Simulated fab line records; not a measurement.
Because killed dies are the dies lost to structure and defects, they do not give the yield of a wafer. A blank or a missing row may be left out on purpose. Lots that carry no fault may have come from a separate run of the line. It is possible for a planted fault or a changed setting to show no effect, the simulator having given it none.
fab line records + flow n5_finfet
record:
- lots: 10
- wafers: 30
- last_day: 20
route steps=1938 shown BEOL_M1@791 BEOL_M4@1111 PASSIVATION@1936
lots that met no fault: taken from a fault-free run of the same line
start_h: the number of hours between the record's first day and the start of the first shown wafer of the lot + wait_h: hours since the lot's step before + " as in the row above + L1.1+2: a single row standing in for several wafers + - no value present, or no start provided + * or withheld: withheld + < > ~ a bound
route shown NAME@n: names a module that has steps shown in the file, with the first one's number in the route + usual: mean and standard deviation over wafers with no fault + same: alike in all rows + chamber/n: place in a boat + sites: the reading at each site + _std_site: standard deviation of those values + _edge_site: mean of outer sites minus mean of inner sites + radius_mm: how far each site lies from the wafer's centre + mask NAME#n: copy n + behind: the tool/chamber that last shaped the wafer + hold: reason for holding the lot/hours on hold/outcome of the hold + device: names the non-switching transistor (n, p or np) + end of line: at the end of the route, the tests of the same wafers + a step without rows: its recipe alone + killed: at the first sort, the dies lost to defects and structure; wafer yield is something else + map: dies across one wafer; x = killed, . = not, _ = none there
set.NAME: the setting that was run; set.NAME@STEP: the one run at that earlier step + model.NAME: the simulator's own value behind a step, which no gauge read
one table for each step of the route and one row for each wafer, over a sample of lots
services: when a tool's chamber went out of use (start_h, in hours from the record's first day, below 0 if earlier), for how many hours, and the reason
== steps ==
step: N5_BEOL_M1_ETCH_69
recipe:
- chemistry: CF4
- target: SiARC
- target_depth_a: 156
- mask_material: CAR-EUV
- time_s: 26
- ion_energy_ev: 80
- pressure_mtorr: 40
- source_w: 545
- bias_w: 36
- Ar_flow_sccm: 100
- cf4_flow_sccm: 100
- ends: cleared
usual:
- bias_w: 36.02/0.11
- cf4_flow_sccm: 100.0/0.31
- drypump_motor_current_A: 5.7/0.46
- etch_rf_on_time_s: 26.0/0.37
- oes_product_au: 0.70/0.083
- rf_vpp_V: 184.2/1.2
- showerhead_plenum_p_Torr: 2.15/0.078
- throttle_valve_pct: 15.51/0.19
| lot.wafer | tool        | chamber | start_h | wait_h | bias_w | cf4_flow_sccm | drypump_motor_current_A | etch_rf_on_time_s | oes_product_au | rf_hours_counter_h | rf_vpp_V | showerhead_plenum_p_Torr | throttle_valve_pct |
|-----------|-------------|---------|---------|--------|--------|---------------|-------------------------|-------------------|----------------|--------------------|----------|--------------------------|--------------------|
| L769.1    | rie_diel-01 | 1       | 139.13  | 0.0    | 35.83  | 100.4         | 5.8                     | 25.7              | 0.85           | 2                  | 185.4    | 2.28                     | 15.56              |
| L769.5    | "           | 3       | "       | "      | 36.09  | 99.7          | 5.4                     | 26.4              | 0.63           | -                  | 183.8    | 2.21                     | 15.79              |
| L769.6    | "           | 2       | "       | "      | 35.75  | 100.2         | 6.0                     | 26.6              | 0.58           | -                  | 182.4    | 2.02                     | 15.57              |
| L773.1    | rie_diel-01 | 0       | 153.31  | 0.0    | 36.06  | 99.7          | 6.1                     | 26.5              | 0.64           | 163                | 184.7    | 2.22                     | 15.65              |
| L773.4    | "           | 3       | "       | "      | 35.97  | 100.0         | 5.4                     | 26.2              | 0.63           | 178                | 186.0    | 2.21                     | 15.81              |
| L773.5    | "           | 1       | "       | "      | 36.23  | 99.7          | 5.8                     | 25.7              | 0.83           | -                  | 186.3    | 2.28                     | 15.57              |
| L774.1    | rie_diel-04 | 0       | 165.77  | 0.0    | 35.90  | 99.9          | 5.1                     | 26.0              | 0.72           | 52                 | 183.3    | 2.09                     | 15.63              |
| L774.5    | "           | 0       | "       | "      | 36.05  | 99.5          | 5.1                     | 26.1              | 0.72           | -                  | 182.7    | 2.09                     | 15.63              |
| L774.6    | "           | 3       | "       | "      | 35.99  | 99.8          | 6.4                     | 26.0              | 0.67           | -                  | 183.0    | 1.98                     | 15.43              |
| L776.2    | rie_diel-04 | 1       | 175.28  | 0.0    | 36.03  | 100.3         | 5.5                     | 26.0              | 0.66           | 137                | 182.7    | 2.15                     | 15.52              |
| L776.4    | "           | 2       | "       | "      | 36.09  | 99.8          | 6.0                     | 26.4              | 0.59           | 220                | 185.9    | 2.20                     | 15.57              |
| L776.5    | "           | 2       | "       | "      | 36.18  | 99.5          | 5.9                     | 26.3              | 0.60           | -                  | 184.7    | 2.20                     | 15.58              |
| L777.4    | rie_diel-02 | 1       | 181.60  | 0.0    | 36.11  | 99.9          | 4.9                     | 26.3              | 0.79           | 14                 | 183.0    | 2.10                     | 15.34              |
| L777.5    | "           | 0       | "       | "      | 36.08  | 99.2          | 5.6                     | 25.8              | 0.78           | -                  | 184.8    | 2.19                     | 15.62              |
| L777.6    | "           | 3       | "       | "      | 36.32  | 100.5         | 6.2                     | 25.7              | 0.72           | -                  | 185.2    | 2.16                     | 15.20              |
| L780.2    | rie_diel-02 | 3       | 193.14  | 0.0    | 35.93  | 100.3         | 6.2                     | 25.7              | 0.72           | 82                 | 184.2    | 2.16                     | 15.21              |
| L780.4    | "           | 0       | "       | "      | 36.12  | 99.5          | 5.6                     | 25.6              | 0.79           | 16                 | 184.8    | 2.19                     | 15.66              |
| L780.6    | "           | 3       | "       | "      | 36.17  | 100.2         | 6.1                     | 25.7              | 0.72           | -                  | 183.7    | 2.16                     | 15.22              |
| L786.2    | rie_diel-01 | 2       | 237.00  | 0.0    | 36.11  | 100.3         | 6.1                     | 26.2              | 0.80           | 7                  | 185.2    | 2.27                     | 15.10              |
| L786.4    | "           | 2       | "       | "      | 35.94  | 100.3         | 6.0                     | 26.1              | 0.79           | -                  | 185.1    | 2.27                     | 15.11              |
| L786.6    | "           | 0       | "       | "      | 36.08  | 99.6          | 6.1                     | 26.4              | 0.61           | -                  | 184.3    | 2.21                     | 15.70              |
| L789.3    | rie_diel-02 | 3       | 265.49  | 0.0    | 35.90  | 99.9          | 6.1                     | 25.6              | 0.70           | 103                | 185.3    | 2.15                     | 15.25              |
| L789.4    | "           | 1       | "       | "      | 36.11  | 99.7          | 4.9                     | 26.2              | 0.74           | 40                 | 183.6    | 2.10                     | 15.39              |
| L789.6    | "           | 0       | "       | "      | 36.02  | 99.9          | 5.6                     | 26.0              | 0.74           | -                  | 183.5    | 2.18                     | 15.70              |
| L790.2    | rie_diel-04 | 0       | 265.75  | 0.0    | 35.95  | 100.1         | 5.1                     | 26.5              | 0.68           | 84                 | 182.8    | 2.08                     | 15.69              |
| L790.4    | "           | 2       | "       | "      | 35.87  | 100.0         | 5.9                     | 26.0              | 0.58           | 247                | 183.7    | 2.19                     | 15.62              |
| L790.6    | "           | 2       | "       | "      | 36.05  | 99.6          | 5.9                     | 26.0              | 0.57           | -                  | 185.0    | 2.19                     | 15.62              |
| L791.1    | rie_diel-02 | 3       | 271.98  | 0.0    | 35.97  | 100.0         | 6.1                     | 25.8              | 0.70           | 105                | 185.0    | 2.15                     | 15.26              |
| L791.2    | "           | 2       | "       | "      | 35.96  | 99.8          | 5.4                     | 25.4              | 0.78           | 32                 | 184.5    | 2.18                     | 15.39              |
| L791.6    | "           | 1       | "       | "      | 36.16  | 100.2         | 4.9                     | 26.1              | 0.75           | -                  | 184.0    | 2.10                     | 15.40              |
step: N5_BEOL_M1_VIA_ETCH_34
recipe:
- chemistry: C4F6/O2
- target_depth_a: 678
- mask_material: SOC
- pressure_mtorr: 15
- ion_energy_ev: 250
- taper_deg: 4
- time_s: 64.4
- source_w: 350
- bias_w: 170
- Ar_flow_sccm: 300
- C4F6_flow_sccm: 10
- O2_flow_sccm: 10
usual:
- C4F6_flow_sccm: 10.004/0.029
- O2_flow_sccm: 9.998/0.029
- drypump_motor_current_A: 5.8/0.38
- oes_product_au: 0.81/0.1
- rf_vpp_V: 666/5.1
- showerhead_plenum_p_Torr: 2.91/0.1
- throttle_valve_pct: 30.74/0.28
| lot.wafer | tool        | chamber | start_h | wait_h | C4F6_flow_sccm | O2_flow_sccm | drypump_motor_current_A | oes_product_au | rf_hours_counter_h | rf_vpp_V | showerhead_plenum_p_Torr | throttle_valve_pct |
|-----------|-------------|---------|---------|--------|----------------|--------------|-------------------------|----------------|--------------------|----------|--------------------------|--------------------|
| L769.1    | rie_diel-04 | 3       | 142.42  | 0.0    | 10.013         | 9.992        | 6.4                     | 0.80           | 106                | 662      | 2.64                     | 30.42              |
| L769.5    | "           | 3       | "       | "      | 10.030         | 9.973        | 6.5                     | 0.81           | -                  | 663      | 2.64                     | 30.43              |
| L769.6    | "           | 0       | "       | "      | 10.009         | 10.058       | 5.1                     | 0.86           | -                  | 663      | 2.77                     | 30.90              |
| L773.1    | rie_diel-01 | 0       | 163.11  | 0.0    | 10.028         | 10.065       | 6.1                     | 0.74           | 166                | 664      | 2.96                     | 30.95              |
| L773.4    | "           | 1       | "       | "      | 10.007         | 9.981        | 5.8                     | 0.96           | 9                  | 666      | 3.02                     | 30.92              |
| L773.5    | "           | 0       | "       | "      | 10.032         | 10.003       | 6.1                     | 0.74           | -                  | 665      | 2.96                     | 30.94              |
| L774.1    | rie_diel-01 | 3       | 173.49  | 0.0    | 10.025         | 9.969        | 5.4                     | 0.73           | 185                | 675      | 2.93                     | 30.88              |
| L774.5    | "           | 3       | "       | "      | 9.979          | 9.966        | 5.4                     | 0.74           | -                  | 673      | 2.93                     | 30.89              |
| L774.6    | "           | 0       | "       | "      | 9.990          | 9.987        | 6.1                     | 0.74           | -                  | 664      | 2.95                     | 30.95              |
| L776.2    | rie_diel-01 | 2       | 187.13  | 0.0    | -              | -            | -                       | -              | -                  | -        | -                        | -                  |
| L776.4    | "           | 3       | "       | "      | -              | -            | -                       | -              | -                  | -        | -                        | -                  |
| L776.5    | "           | 0       | "       | "      | -              | -            | -                       | -              | -                  | -        | -                        | -                  |
| L777.4    | rie_diel-02 | 3       | 189.84  | 0.0    | -              | -            | -                       | -              | -                  | -        | -                        | -                  |
| L777.5    | "           | 0       | "       | "      | -              | -            | -                       | -              | -                  | -        | -                        | -                  |
| L777.6    | "           | 1       | "       | "      | -              | -            | -                       | -              | -                  | -        | -                        | -                  |
| L780.2    | rie_diel-01 | 0       | 196.58  | 0.0    | -              | -            | -                       | -              | -                  | -        | -                        | -                  |
| L780.4    | "           | 1       | "       | "      | -              | -            | -                       | -              | -                  | -        | -                        | -                  |
| L780.6    | "           | 0       | "       | "      | -              | -            | -                       | -              | -                  | -        | -                        | -                  |
| L786.2    | rie_diel-01 | 0       | 237.63  | 0.0    | 10.009         | 10.016       | 6.1                     | 0.72           | 195                | 665      | 2.94                     | 30.96              |
| L786.4    | "           | 2       | "       | "      | 10.019         | 9.980        | 6.0                     | 0.93           | -                  | 668      | 3.01                     | 30.14              |
| L786.6    | "           | 0       | "       | "      | 10.027         | 10.019       | 6.1                     | 0.72           | -                  | 665      | 2.94                     | 30.97              |
| L789.3    | rie_diel-02 | 1       | 266.08  | 0.0    | 10.021         | 9.941        | 4.9                     | 0.87           | 40                 | 668      | 2.78                     | 30.54              |
| L789.4    | "           | 0       | "       | "      | 9.976          | 10.001       | 5.6                     | 0.88           | 40                 | 671      | 2.90                     | 31.03              |
| L789.6    | "           | 1       | "       | "      | 9.998          | 9.969        | 4.9                     | 0.87           | -                  | 667      | 2.78                     | 30.52              |
| L790.2    | rie_diel-01 | 2       | 266.20  | 0.0    | 9.987          | 9.975        | 6.1                     | 0.91           | 18                 | 670      | 3.00                     | 30.16              |
| L790.4    | "           | 1       | "       | "      | 9.984          | 10.002       | 5.8                     | 0.88           | 47                 | 664      | 3.00                     | 30.95              |
| L790.6    | "           | 0       | "       | "      | 10.083         | 9.978        | 6.1                     | 0.71           | -                  | 664      | 2.94                     | 30.99              |
| L791.1    | rie_diel-01 | 2       | 274.73  | 0.0    | 10.033         | 10.001       | 6.0                     | 0.90           | 20                 | 669      | 3.00                     | 30.15              |
| L791.2    | "           | 3       | "       | "      | 10.031         | 10.020       | 5.4                     | 0.71           | 214                | 672      | 2.92                     | 30.90              |
| L791.6    | "           | 0       | "       | "      | 10.034         | 10.007       | 6.2                     | 0.71           | -                  | 664      | 2.94                     | 30.98              |
step: N5_BEOL_M1_CD_MEAS_35
recipe:
- target_cd_nm: 18
- target_cd_y_nm: 21
- polarity: opening
usual:
- cd_nm: 18.0/0.31
| lot.wafer | tool      | chamber | start_h | wait_h | cd_nm |
|-----------|-----------|---------|---------|--------|-------|
| L769.1    | cd_sem-01 | -       | 142.83  | 0.0    | 17.8  |
| L769.5    | "         | -       | "       | "      | 17.9  |
| L769.6    | "         | -       | "       | "      | 18.0  |
| L773.1    | cd_sem-02 | -       | 163.53  | 0.0    | 18.1  |
| L773.4    | "         | -       | "       | "      | 17.8  |
| L773.5    | "         | -       | "       | "      | 18.2  |
| L774.1    | cd_sem-02 | -       | 173.90  | 0.0    | 18.0  |
| L774.5    | "         | -       | "       | "      | 18.2  |
| L774.6    | "         | -       | "       | "      | 18.4  |
| L776.2    | cd_sem-03 | -       | 187.54  | 0.0    | 18.2  |
| L776.4    | "         | -       | "       | "      | 18.2  |
| L776.5    | "         | -       | "       | "      | 18.2  |
| L777.4    | cd_sem-01 | -       | 190.35  | 0.0    | 18.5  |
| L777.5    | "         | -       | "       | "      | 18.3  |
| L777.6    | "         | -       | "       | "      | 18.0  |
| L780.2    | cd_sem-01 | -       | 197.09  | 0.0    | 18.1  |
| L780.4    | "         | -       | "       | "      | 17.9  |
| L780.6    | "         | -       | "       | "      | 17.6  |
| L786.2    | cd_sem-02 | -       | 238.04  | 0.0    | 18.4  |
| L786.4    | "         | -       | "       | "      | 18.1  |
| L786.6    | "         | -       | "       | "      | 17.7  |
| L789.3    | cd_sem-01 | -       | 266.49  | 0.0    | 17.9  |
| L789.4    | "         | -       | "       | "      | 18.0  |
| L789.6    | "         | -       | "       | "      | 17.5  |
| L790.2    | cd_sem-02 | -       | 266.61  | 0.0    | 19.0  |
| L790.4    | "         | -       | "       | "      | 18.6  |
| L790.6    | "         | -       | "       | "      | 17.9  |
| L791.1    | cd_sem-01 | -       | 275.14  | 0.0    | 17.6  |
| L791.2    | "         | -       | "       | "      | 18.0  |
| L791.6    | "         | -       | "       | "      | 17.7  |
step: N5_BEOL_M4_RC_MEAS_101
usual:
- DIBL_N: 35.9/1.2
- DIBL_P: 35.9/1.4
- IOFF_N: 0.149/0.02
- IOFF_P: 0.205/0.022
- ION_N: 671/8.8
- ION_P: 461/5.9
- SS_N: 71.4/0.51
- SS_P: 73.2/0.56
- VT_N: 250.6/2.5
- VT_P: -250.1/2.3
| lot.wafer | tool      | chamber | start_h | wait_h | DIBL_N[mV/V] | DIBL_P[mV/V] | IOFF_N[nA/um] | IOFF_P[nA/um] | ION_N[uA/um] | ION_P[uA/um] | SS_N[mV/dec] | SS_P[mV/dec] | VT_N[mV] | VT_P[mV] |
|-----------|-----------|---------|---------|--------|--------------|--------------|---------------|---------------|--------------|--------------|--------------|--------------|----------|----------|
| L769.1    | prober-02 | 0       | 208.48  | 0.0    | 36.4         | 35.8         | 0.157         | 0.223         | 676          | 466          | 71.5         | 73.6         | 249.7    | -246.2   |
| L769.5    | "         | 0       | "       | "      | 36.8         | 35.7         | 0.157         | 0.233         | 671          | 466          | 72.5         | 73.6         | 250.3    | -248.6   |
| L769.6    | "         | 0       | "       | "      | 36.7         | 36.5         | 0.165         | 0.243         | 671          | 465          | 71.3         | 72.3         | 249.1    | -247.0   |
| L773.1    | prober-02 | 0       | 246.28  | 0.0    | 37.3         | 36.6         | 0.157         | 0.214         | 664          | 461          | 72.2         | 73.2         | 249.4    | -245.2   |
| L773.4    | "         | 0       | "       | "      | 37.2         | 37.1         | 0.161         | 0.222         | 674          | 467          | 71.4         | 73.3         | 248.5    | -248.9   |
| L773.5    | "         | 0       | "       | "      | 36.7         | 36.6         | 0.153         | 0.214         | 676          | 463          | 71.5         | 73.2         | 248.4    | -249.7   |
| L774.1    | prober-01 | 0       | 246.53  | 0.0    | 35.2         | 35.3         | 0.126         | 0.174         | 666          | 451          | 71.1         | 72.8         | 252.4    | -251.1   |
| L774.5    | "         | 0       | "       | "      | 36.3         | 36.9         | 0.146         | 0.195         | 674          | 460          | 72.0         | 73.3         | 251.7    | -251.5   |
| L774.6    | "         | 0       | "       | "      | 35.7         | 36.8         | 0.137         | 0.201         | 667          | 464          | 71.2         | 73.7         | 254.8    | -249.2   |
| L786.2    | prober-02 | 0       | 322.50  | 0.2    | 38.7         | 39.3         | 0.188         | 0.248         | 685          | 468          | 72.0         | 74.0         | 250.4    | -252.2   |
| L786.4    | "         | 0       | "       | "      | 36.7         | 36.6         | 0.143         | 0.192         | 681          | 466          | 72.3         | 73.5         | 253.3    | -250.0   |
| L786.6    | "         | 0       | "       | "      | 37.3         | 36.2         | 0.145         | 0.193         | 673          | 451          | 72.0         | 73.4         | 252.4    | -251.0   |
| L790.2    | prober-01 | 0       | 323.70  | 0.2    | 34.6         | 33.9         | 0.118         | 0.166         | 658          | 451          | 71.4         | 72.5         | 255.1    | -253.8   |
| L790.4    | "         | 0       | "       | "      | 37.2         | 36.8         | 0.165         | 0.211         | 676          | 461          | 71.7         | 73.7         | 248.7    | -246.3   |
| L790.6    | "         | 0       | "       | "      | 34.8         | 34.6         | 0.129         | 0.175         | 665          | 456          | 71.1         | 72.6         | 254.3    | -252.8   |
| L789.3    | prober-02 | 0       | 340.11  | 0.3    | 35.6         | 35.4         | 0.138         | 0.189         | 679          | 462          | 71.5         | 73.1         | 250.3    | -253.0   |
| L789.4    | "         | 0       | "       | "      | 36.9         | 37.1         | 0.156         | 0.223         | 673          | 460          | 71.5         | 73.9         | 247.9    | -248.4   |
| L789.6    | "         | 0       | "       | "      | 36.2         | 35.8         | 0.145         | 0.202         | 665          | 456          | 71.6         | 72.9         | 247.4    | -251.8   |
| L791.1    | prober-02 | 0       | 360.66  | 0.0    | 37.5         | 35.7         | 0.171         | 0.244         | 680          | 473          | 71.2         | 74.4         | 247.1    | -247.2   |
| L791.2    | "         | 0       | "       | "      | 36.5         | 34.1         | 0.145         | 0.216         | 664          | 461          | 71.5         | 74.0         | 249.7    | -248.4   |
| L791.6    | "         | 0       | "       | "      | 36.1         | 34.7         | 0.144         | 0.222         | 673          | 470          | 71.0         | 73.2         | 249.8    | -246.4   |
step: N5_PASSIVATION_PROBE_49
usual:
- defect_limited_yield: 91.1/1.4
- killed_at_M0_to_M3: 34/10
- killed_at_M4_up: 14/5.5
- killed_at_contacts: 12/5.1
- killed_at_front_end: 41/12
- killed_at_other: 4/3.1
- killed_dies: 105/17
- killed_on_rim: 13/3.7
- killed_open: 70/13
- killed_short: 33/7.6
- sort_bin_5_function: 5.3/0.98
- sort_bin_6_memory: 3.3/0.67
- sort_n_pass: 1075/17
- sort_yield_pct: 91.1/1.4
same:
- gross_dies: 1180
- killed_at_back_side: 0
- sort_bin_4_leakage[%]: 0
- sort_bin_8_speed[%]: 0
| lot.wafer | tool      | chamber | start_h | wait_h | defect_limited_yield[%] | killed_at_M0_to_M3 | killed_at_M4_up | killed_at_contacts | killed_at_front_end | killed_at_other | killed_dies | killed_on_rim | killed_open | killed_short | sort_bin_5_function[%] | sort_bin_6_memory[%] | sort_n_pass | sort_yield_pct[%] |
|-----------|-----------|---------|---------|--------|-------------------------|--------------------|-----------------|--------------------|---------------------|-----------------|-------------|---------------|-------------|--------------|------------------------|----------------------|-------------|-------------------|
| L777.4    | prober-01 | -       | 363.30  | 0.2    | 0                       | 1121               | 12              | 3                  | 44                  | 0               | 1180        | 152           | 59          | 34           | 96.3                   | 3.1                  | 0           | 0                 |
| L777.5    | prober-01 | -       | 363.35  | 0.2    | 0                       | 1116               | 5               | 14                 | 43                  | 2               | 1180        | 152           | 67          | 30           | 96.6                   | 2.9                  | 0           | 0                 |
| L777.6    | prober-01 | -       | 363.40  | 0.3    | 0                       | 1085               | 9               | 10                 | 75                  | 1               | 1180        | 152           | 72          | 38           | 96.3                   | 3.5                  | 0           | 0                 |
| L776.2    | prober-02 | -       | 373.10  | 0.1    | 0                       | 1125               | 25              | 4                  | 26                  | 0               | 1180        | 152           | 45          | 30           | 97.1                   | 2.8                  | 0           | 0                 |
| L776.4    | prober-02 | -       | 373.20  | 0.2    | 0                       | 1107               | 15              | 16                 | 39                  | 3               | 1180        | 152           | 61          | 27           | 96.2                   | 3.5                  | 0           | 0                 |
| L776.5    | prober-02 | -       | 373.25  | 0.2    | 0                       | 1124               | 10              | 15                 | 31                  | 0               | 1180        | 152           | 54          | 18           | 97.8                   | 1.9                  | 0           | 0                 |
| L780.2    | prober-01 | -       | 382.81  | 0.1    | 0                       | 1127               | 7               | 18                 | 25                  | 3               | 1180        | 152           | 65          | 29           | 95.9                   | 3.8                  | 0           | 0                 |
| L780.4    | prober-01 | -       | 382.91  | 0.2    | 0                       | 1137               | 4               | 9                  | 26                  | 4               | 1180        | 152           | 49          | 23           | 97.8                   | 1.9                  | 0           | 0                 |
| L780.6    | prober-01 | -       | 383.01  | 0.3    | 0                       | 1139               | 9               | 11                 | 20                  | 1               | 1180        | 152           | 61          | 26           | 97.5                   | 2.3                  | 0           | 0                 |
killed by level:class
L777.4 BEOL_M1:area_etch=1087 FIN_SAQP:geometric_particle:open=12 BEOL_M0_SAQP:geometric_particle:short=10 FIN_SAQP:geometric_particle:short=7 BEOL_M0_SAQP:geometric_particle:open=7 BEOL_M4:geometric_particle:open=5 STI_FIN_REVEAL:geometric_particle:open=4 BEOL_M1:geometric_particle:open=4
L777.5 BEOL_M1:area_etch=1083 MOL_CONTACT_COAG:geometric_particle:open=12 BEOL_M1:geometric_particle:open=11 STI_FIN_REVEAL:geometric_particle:open=9 FIN_SAQP:geometric_particle:open=7 BEOL_M0_SAQP:geometric_particle:short=6 FIN_SAQP:geometric_particle:short=5 BEOL_M3:geometric_particle:open=5
L777.6 BEOL_M1:area_etch=1070 FIN_SAQP:geometric_particle:open=29 FIN_SAQP:geometric_particle:short=18 MOL_CONTACT_COAG:geometric_particle:open=7 ILD0:geometric_particle:short=5 DUMMY_GATE:geometric_particle:open=5 GATE_CUT:geometric_particle:short=4 BEOL_M5:geometric_particle:open=4
L776.2 BEOL_M1:area_etch=1105 BEOL_M4:geometric_particle:open=8 STI_FIN_REVEAL:geometric_particle:open=6 BEOL_M0_SAQP:geometric_particle:short=6 BEOL_M0_SAQP:geometric_particle:open=4 BEOL_M4:geometric_particle:short=4 BEOL_M8:geometric_particle:open=4 MOL_CONTACT_COAG:geometric_particle:open=3
L776.4 BEOL_M1:area_etch=1090 MOL_CONTACT_COAG:geometric_particle:open=14 BEOL_M4:geometric_particle:open=10 GATE_CUT:geometric_particle:short=9 BEOL_M3:geometric_particle:open=6 GATE_CUT:geometric_particle:open=5 BEOL_M0_SAQP:geometric_particle:open=5 STI_FIN_REVEAL:geometric_particle:open=4
L776.5 BEOL_M1:area_etch=1107 MOL_CONTACT_COAG:geometric_particle:open=14 STI_FIN_REVEAL:geometric_particle:open=13 BEOL_M1:geometric_particle:open=8 GATE_CUT:geometric_particle:short=5 BEOL_M0_SAQP:geometric_particle:open=4 BEOL_M3:geometric_particle:short=3 BEOL_M5:geometric_particle:short=3
L780.2 BEOL_M1:area_etch=1085 BEOL_M2:geometric_particle:open=14 MOL_CONTACT_COAG:geometric_particle:open=13 FIN_SAQP:geometric_particle:open=9 BEOL_M3:geometric_particle:open=9 BEOL_M0_SAQP:geometric_particle:short=6 FIN_SAQP:geometric_particle:short=5 MOL_CONTACT_COAG:geometric_particle:short=5
L780.4 BEOL_M1:area_etch=1107 BEOL_M2:geometric_particle:open=9 MOL_CONTACT_COAG:geometric_particle:open=7 FIN_SAQP:geometric_particle:open=6 BEOL_M3:geometric_particle:open=6 FIN_SAQP:geometric_particle:short=4 DUMMY_GATE:geometric_particle:open=4 BEOL_M2:geometric_particle:short=3
L780.6 BEOL_M1:area_etch=1093 BEOL_M2:geometric_particle:open=19 MOL_CONTACT_COAG:geometric_particle:open=9 BEOL_M0_SAQP:geometric_particle:short=9 FIN_SAQP:geometric_particle:open=8 BEOL_M3:geometric_particle:open=6 BEOL_M0_SAQP:geometric_particle:open=5 BEOL_M5:geometric_particle:open=4
== services ==
| tool        | chamber | start_h | hours | kind                          |
|-------------|---------|---------|-------|-------------------------------|
| rie_diel-02 | 0       | 119.80  | -     | clean                         |
| rie_diel-02 | 0       | 119.80  | -     | consumable_replace:focus_ring |
| rie_diel-02 | 0       | 119.80  | 19.5  | scheduled_down                |
| rie_diel-02 | 0       | 119.80  | 19.5  | vent_cycle                    |
| rie_diel-02 | 2       | 145.12  | -     | clean                         |
| rie_diel-02 | 2       | 145.12  | -     | consumable_replace:focus_ring |
| rie_diel-02 | 2       | 145.12  | 17.3  | scheduled_down                |
| rie_diel-02 | 2       | 145.12  | 17.3  | vent_cycle                    |
| rie_diel-02 | -       | 153.92  | 15.6  | pm                            |
| rie_diel-01 | 2       | 178.02  | 2.6   | repair                        |
| rie_diel-04 | 1       | 187.68  | 4.9   | repair                        |
| rie_diel-01 | 2       | 195.10  | 8.9   | repair                        |
| rie_diel-02 | 3       | 218.90  | 6.0   | repair                        |
| rie_diel-02 | 3       | 241.30  | 2.1   | repair                        |
== key ==
first_sign:
- step: N5_BEOL_M1_VIA_ETCH_34
- reading: tool_record
- direction: missing
effect:
- step: N5_PASSIVATION_PROBE_49
- reading: killed_at_M0_to_M3
- direction: up
- sigmas: 99+
- usual: 34
- struck: 1120
more_kills_born_at:
- N5_BEOL_M1_VIA_ETCH_34@rie_diel-01: 6587
- N5_BEOL_M1_VIA_ETCH_34@rie_diel-02: 3240
met_at N5_BEOL_M1_VIA_ETCH_34
struck_lots L776,L777,L780
later_rows_left_out L776.2,L776.4,L776.5,L777.4,L777.5,L777.6,L780.2,L780.4,L780.6
not_acting_at N5_BEOL_M1_ETCH_69,N5_BEOL_M1_CD_MEAS_35
onset_between 173.49 187.13
fault:
- kind: skipped_step_whole
- tool: rie_diel-01,rie_diel-02
- chamber: -
- onset_h: 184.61
- steps: N5_BEOL_M1_VIA_ETCH_34
- scope: struck_lots_only
later_rows_left_out: the simulator's readings of these wafers behind a module that went badly wrong aren't trusted and aren't shown, but for the sort
